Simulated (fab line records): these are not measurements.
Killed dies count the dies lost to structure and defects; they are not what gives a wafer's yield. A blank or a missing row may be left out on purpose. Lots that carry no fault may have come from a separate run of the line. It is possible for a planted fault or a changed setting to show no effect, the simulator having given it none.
2 desks, one fault	flow n5Finfet	each desk has only its own numbers; what lay behind them comes last

FROM THE METROLOGY DESK
Lot by lot, what the gauges showed, no matter which tool ran the lot: averages of those sampled wafers that carry a number. A lot is out of limits, marked OUT, if its mean lies more than 4 standard deviations from the usual mean; the brackets give that distance. Of its 10 readings 7 are shown: those that lie furthest out on some lot.
Columns: A = IOFF_N at N5_BEOL_M4_RC_MEAS_101, usual 0.157 nA/um; B = IOFF_P at N5_BEOL_M4_RC_MEAS_101, usual 0.206 nA/um; C = ION_N at N5_BEOL_M4_RC_MEAS_101, usual 673 uA/um; D = ION_P at N5_BEOL_M4_RC_MEAS_101, usual 461 uA/um; E = SS_N at N5_BEOL_M4_RC_MEAS_101, usual 71.5 mV/dec; F = VT_N at N5_BEOL_M4_RC_MEAS_101, usual 249.9 mV; G = VT_P at N5_BEOL_M4_RC_MEAS_101, usual -250.6 mV
lot	first seen here	A	B	C	D	E	F	G
L885	day 8 00:16	0.130	0.174	668	455	71.2	253.0	-254.5
L886	day 8 05:33	0.145	0.190	674	463	70.7	249.8	-251.6
L890	day 9 07:38	0.153	0.205	665	459	71.6	250.3	-251.2
L889	day 9 11:14	0.150	0.209	678	467	71.1	249.1	-250.9
L894	day 9 19:16	0.158	0.190	670	455	71.6	250.0	-251.9
L895	day 9 23:08	0.140	0.185	664	457	71.8	251.4	-251.6
L899	day 11 11:57	0.186	0.254	685	472	71.5	246.0	-245.8
L900	day 11 23:32	0.145	0.220	666	463	71.5	251.2	-247.2
L906	day 13 01:10	0.143	0.208	675	468	71.2	250.0	-247.3
This desk's verdict: no lot among the 9 shows anything out of limits.

THE TOOL OWNER'S DESK: lithoTrack-05
The tool's own readings at N5_FIN_CUT_COAT_02 (resist thk 30 nm): means of the sampled wafers that have a number, for each lot that ran on this tool. A lot is out of limits, marked OUT, if its mean lies more than 4 standard deviations from the usual mean; the brackets give that distance.
Columns: A = dispensePressureKPa at N5_FIN_CUT_COAT_02, usual 50 kPa; B = spinSpeedRpm at N5_FIN_CUT_COAT_02, usual 1500.1 rpm
lot	first seen here	A	B
L885	day 2 02:40	56	1500.4
L889	day 3 03:53	56	1499.8
L894	day 4 08:07	56	1500.1
L895	day 4 14:45	56	1500.9
L899	day 5 16:10	56	1379.9 (-99 or more) OUT
L900	day 5 20:13	56	1383.0 (-99 or more) OUT
This desk's verdict: out of limits on L899, L900, starting with L899 at day 5 16:10 (spinSpeedRpm at N5_FIN_CUT_COAT_02). In limits: L885, L889, L894, L895.

TAKEN TOGETHER
The tool owner's desk could have raised an alarm at day 5 16:10, on L899, L900.
Nothing out of limits was seen by the metrology desk.
The metrology desk holds a record of L899, L900, inside its limits.
All the named lots went through N5_FIN_CUT_COAT_02 on lithoTrack-05.

WHAT WAS PUT IN BY THE SIMULATOR
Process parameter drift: lithoTrack-05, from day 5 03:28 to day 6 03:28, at N5_FIN_CUT_COAT_02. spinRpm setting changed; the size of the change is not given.
Lots struck among those shown: L899, L900.
Hours from the fault's start to each desk's first reading out of limits: the tool owner's desk, 13.
